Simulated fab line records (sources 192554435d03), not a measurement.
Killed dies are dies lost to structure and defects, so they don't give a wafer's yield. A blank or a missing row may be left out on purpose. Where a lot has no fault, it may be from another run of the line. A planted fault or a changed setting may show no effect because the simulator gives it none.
Chamber matching	flow n5-finfet	N5_BEOL_M13_DESCUM_33 on rie-diel-01: 4 sister chambers
The step chemistry O2, time 7.9 s. 4 wafers are shown with their chamber, then 7 later ones without.

## WAFERS WITH THEIR CHAMBER
wafer	chamber	drypump-motor-current-A (A)
L079.2	1	5.2
L083.4	2	5.6
L088.2	3	4.7
L088.3	0	5.0

## WAFERS WITH NO CHAMBER GIVEN
wafer	drypump-motor-current-A (A)
L088.5	5.2
L090.1	5.5
L090.3	5.2
L090.6	4.7
L091.1	5.2
L091.2	5.0
L091.3	5.5

## WHICH CHAMBER EACH ONE RAN IN
wafer	from the rows above	in truth
L088.5	1	1
L090.1	2	2
L090.3	1	1
L090.6	3	3
L091.1	1	1
L091.2	0	0
L091.3	2	2
Placed correctly: 7 of 7. Not placeable from these rows: 0. Placed wrongly: 0.
How it was worked out, from the rows above alone: a wafer's distance from a chamber is the root of the sum, over the readings, of the square of ((its reading less the chamber's mean) divided by the reading's scatter). The wafer belongs to the nearest chamber; if the next one is less than 2 further off, it can't be placed. For every chamber, the mean is computed from those of its wafers that are shown. The scatter: root of mean squared gap, hidden wafer to nearest shown wafer, with one shown wafer a chamber.
